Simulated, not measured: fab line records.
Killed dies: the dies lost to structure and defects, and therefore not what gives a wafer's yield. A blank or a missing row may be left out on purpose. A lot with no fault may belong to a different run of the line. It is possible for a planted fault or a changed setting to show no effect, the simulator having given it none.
Which tool did it? + flow nand-harc + 33 wafers from 11 lots sampled at 4 of the route's 1159 steps

WHAT EACH GAUGE READ, for each wafer
Not one reading of a measure or inspect step in the record can be checked against a usual standard deviation.

WHICH TOOL RAN EACH LOT (tool, then ch and the chambers of the sampled wafers, then the start)
| lot  | NHARC_A_CONTACT_ETCH_88            | NHARC_A_CONTACT_ETCH_135             | NHARC_A_CONTACT_ETCH_92            | NHARC_A_CONTACT_ALD_18              |
|------|------------------------------------|--------------------------------------|------------------------------------|-------------------------------------|
| L204 | rie-diel-13 ch 0,3, day 17 11:07   | har-cap-etch-01 ch 0,1, day 17 12:13 | rie-diel-12 ch 1,2,3, day 17 13:08 | ald-metal-03 ch 1,2,3, day 17 14:49 |
| L203 | rie-diel-12 ch 0,1,2, day 17 13:45 | har-cap-etch-02 ch 0,1, day 17 15:02 | rie-diel-12 ch 0,3, day 17 15:55   | ald-metal-04 ch 0,2, day 17 17:08   |
| L213 | rie-diel-12 ch 0,1,3, day 20 00:10 | har-cap-etch-01 ch 0,1, day 20 01:38 | rie-diel-12 ch 1,2, day 20 02:31   | ald-metal-03 ch 0,1, day 20 03:50   |
| L211 | rie-diel-13 ch 1,2, day 20 07:13   | har-cap-etch-02 ch 0,1, day 20 08:21 | rie-diel-12 ch 1,2, day 20 09:22   | ald-metal-02 ch 2,3, day 20 12:04   |
| L215 | rie-diel-13 ch 0,3, day 20 14:28   | har-cap-etch-01 ch 0,1, day 20 15:34 | rie-diel-13 ch 1,2,3, day 20 16:28 | ald-metal-04 ch 0,2, day 20 17:37   |
| L214 | rie-diel-12 ch 0,2,3, day 20 17:35 | har-cap-etch-02 ch 0,1, day 20 18:43 | rie-diel-12 ch 1,2,3, day 20 19:37 | ald-metal-02 ch 0,2,3, day 20 20:49 |
| L216 | rie-diel-12 ch 1,2,3, day 20 20:24 | har-cap-etch-03 ch 0,1, day 20 21:31 | rie-diel-10 ch 0,1,3, day 20 22:25 | ald-metal-04 ch 0,1,3, day 20 23:36 |
| L218 | rie-diel-12 ch 0,1,3, day 21 13:26 | har-cap-etch-02 ch 0,1, day 21 14:32 | rie-diel-13 ch 0,1,2, day 21 15:26 | ald-metal-02 ch 0,2,3, day 21 16:48 |
| L220 | rie-diel-12 ch 0,2,3, day 21 14:39 | har-cap-etch-01 ch 0,1, day 21 15:46 | rie-diel-10 ch 0,2, day 21 16:41   | ald-metal-03 ch 1,2,3, day 21 17:58 |
| L221 | rie-diel-12 ch 0,2,3, day 22 12:55 | har-cap-etch-03 ch 0,1, day 22 14:01 | rie-diel-10 ch 1,2,3, day 22 14:54 | ald-metal-03 ch 0,2,3, day 22 16:27 |
| L222 | rie-diel-13 ch 2,3, day 22 15:47   | har-cap-etch-03 ch 0,1, day 22 17:06 | rie-diel-13 ch 0,2,3, day 22 17:59 | ald-metal-04 ch 1,2,3, day 22 19:36 |
- NHARC_A_CONTACT_ETCH_88: etches the open film in CF4, target depth 39 nm, time 65 s.
- NHARC_A_CONTACT_ETCH_135: etches the open film in C4F8/O2/Ar, time 132 s, target depth 1287 nm.
- NHARC_A_CONTACT_ETCH_92: etches the open film in CH3F/O2, target depth 40 nm, time 85.7 s.
- NHARC_A_CONTACT_ALD_18: deposits TiN, target thk 3 nm, pulse time 1 s, ald cycles 150.

WHAT THE TOOLS THEMSELVES READ (means of the sampled wafers that have a number; where no wafer has one, the mark that the record gives instead)
NHARC_A_CONTACT_ETCH_88.
| lot  | tool        | bias-w (W) | drypump-motor-current-A (A) | mfc-ar-sccm (sccm) | oes-product-au (a.u.) | rf-vpp-V (V) | run-length-s (s) | showerhead-plenum-p-Torr (Torr) | throttle-valve-pct (%) |
|------|-------------|------------|-----------------------------|--------------------|-----------------------|--------------|------------------|---------------------------------|------------------------|
| L204 | rie-diel-13 | 100.00     | 6.0                         | 0.005              | 1.005                 | 151.1        | 86.1             | 1.74                            | 13.281                 |
| L203 | rie-diel-12 | 99.90      | 6.1                         | 0.004              | 1.007                 | 151.5        | 86.3             | 1.74                            | 13.286                 |
| L213 | rie-diel-12 | 99.81      | 5.8                         | 0.015              | 1.010                 | 150.0        | 86.1             | 1.72                            | 13.279                 |
| L211 | rie-diel-13 | 99.98      | 6.3                         | 0.009              | 0.998                 | 150.2        | 86.1             | 1.71                            | 13.292                 |
| L215 | rie-diel-13 | 100.21     | 5.9                         | 0.009              | 1.000                 | 150.6        | 86.0             | 1.74                            | 13.288                 |
| L214 | rie-diel-12 | 100.13     | 5.7                         | 0.017              | 1.001                 | 150.9        | 86.2             | 1.77                            | 13.295                 |
| L216 | rie-diel-12 | 100.02     | 6.1                         | 0.016              | 1.005                 | 150.6        | 86.3             | 1.80                            | 13.281                 |
| L218 | rie-diel-12 | 99.82      | 5.8                         | 0.015              | 1.004                 | 150.6        | 85.8             | 1.72                            | 13.292                 |
| L220 | rie-diel-12 | 100.46     | 5.7                         | 0.017              | 1.004                 | 150.9        | 86.1             | 1.77                            | 13.281                 |
| L221 | rie-diel-12 | 100.23     | 5.7                         | 0.017              | 0.990                 | 150.5        | 85.9             | 1.77                            | 13.288                 |
| L222 | rie-diel-13 | 100.18     | 6.1                         | 0.009              | 1.008                 | 151.1        | 86.5             | 1.70                            | 13.283                 |

NHARC_A_CONTACT_ETCH_92.
| lot  | tool        | bias-w (W) | drypump-motor-current-A (A) | mfc-ar-sccm (sccm) | oes-product-au (a.u.) | rf-vpp-V (V) | run-length-s (s) | showerhead-plenum-p-Torr (Torr) | throttle-valve-pct (%) |
|------|-------------|------------|-----------------------------|--------------------|-----------------------|--------------|------------------|---------------------------------|------------------------|
| L204 | rie-diel-12 | 100.1      | 6.1                         | 199.6              | 0.933                 | 244.5        | 106.9            | 2.51                            | 20.658                 |
| L203 | rie-diel-12 | 99.9       | 5.4                         | 200.1              | 0.949                 | 244.4        | 106.7            | 2.45                            | 20.668                 |
| L213 | rie-diel-12 | 99.9       | 6.4                         | 199.7              | 0.930                 | 246.1        | 98.3             | 2.54                            | 20.668                 |
| L211 | rie-diel-12 | 100.0      | 6.4                         | 200.3              | 0.929                 | 246.0        | 98.1             | 2.54                            | 20.651                 |
| L215 | rie-diel-13 | 99.8       | 6.2                         | 200.2              | 0.923                 | 243.9        | 107.1            | 2.37                            | 20.666                 |
| L214 | rie-diel-12 | 100.0      | 6.1                         | 200.1              | 0.936                 | 245.4        | 98.1             | 2.51                            | 20.673                 |
| L216 | rie-diel-10 | 100.0      | 5.6                         | 200.4              | 1.003                 | 243.8        | 106.9            | 2.43                            | 20.654                 |
| L218 | rie-diel-13 | 99.9       | 6.1                         | 199.6              | 1.009                 | 243.6        | 106.7            | 2.38                            | 20.671                 |
| L220 | rie-diel-10 | 100.2      | 5.2                         | 200.1              | 0.922                 | 242.8        | 107.4            | 2.34                            | 20.661                 |
| L221 | rie-diel-10 | 100.0      | 5.5                         | 200.6              | 1.001                 | 243.9        | 107.0            | 2.43                            | 20.656                 |
| L222 | rie-diel-13 | 100.3      | 5.9                         | 199.8              | 0.922                 | 243.0        | 107.0            | 2.37                            | 20.663                 |

NHARC_A_CONTACT_ALD_18.
| lot  | tool         | heater-power-w (W) | precursor-pulse-height-rel |
|------|--------------|--------------------|----------------------------|
| L204 | ald-metal-03 | 1059               | 1.017                      |
| L203 | ald-metal-04 | 1070               | 0.993                      |
| L213 | ald-metal-03 | 977                | 0.995                      |
| L211 | ald-metal-02 | 1266               | 0.981                      |
| L215 | ald-metal-04 | 1098               | 1.008                      |
| L214 | ald-metal-02 | 1106               | 1.001                      |
| L216 | ald-metal-04 | 992                | 1.004                      |
| L218 | ald-metal-02 | 1113               | 1.020                      |
| L220 | ald-metal-03 | 1087               | 0.995                      |
| L221 | ald-metal-03 | 1045               | 0.994                      |
| L222 | ald-metal-04 | 1023               | 1.016                      |

THE ANSWER, worked out from the rows above alone
Rule: the usual values come from the lots themselves. The widest of any qualifying gaps counts: lots, ordered by their means at a reading, are off when they make up no more than a third of the lots, leave a main group of 4 or more, and stand apart from it by 3 or more times the standard deviation of that group's means. The tables above print the reading to a certain number of digits; a main group whose means all agree to those digits is not used. A lot without any number at a reading at which 4 lots or more have one is off too. Any other lot the step has rows for is counted as sound. After the gauges, taken in route order, come the tools' own readings; for these a lot's mean is taken, as printed above. At the first step where some lot is off, the reading lying furthest off is the one used; lots without a number count as furthest.
Off, at NHARC_A_CONTACT_ETCH_92 on run-length-s: L213, L211, L214. Mean 107.0 s and standard deviation 0.21 in the main group.
If a tool, at that step or one of the process steps before it, ran each lot that is off and ran no sound lot following the first of them, it fits. One candidate fits, namely rie-diel-12 at NHARC_A_CONTACT_ETCH_92. A fault onset in the window from L203 (day 17 15:55, its last sound lot) to L213 (day 20 02:31, its first lot off) fits.
The tool's own readings at NHARC_A_CONTACT_ETCH_92 bear it out: on the lots that are off they differ by more than 5 times the standard deviation of the sound lots' means. run-length-s reads 98.2 s there against 107.0 s on the sound lots.

WHAT THE SIMULATOR HAD INSERTED
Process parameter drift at NHARC_A_CONTACT_ETCH_92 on rie-diel-12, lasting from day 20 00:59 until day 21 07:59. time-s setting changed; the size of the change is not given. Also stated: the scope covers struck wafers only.
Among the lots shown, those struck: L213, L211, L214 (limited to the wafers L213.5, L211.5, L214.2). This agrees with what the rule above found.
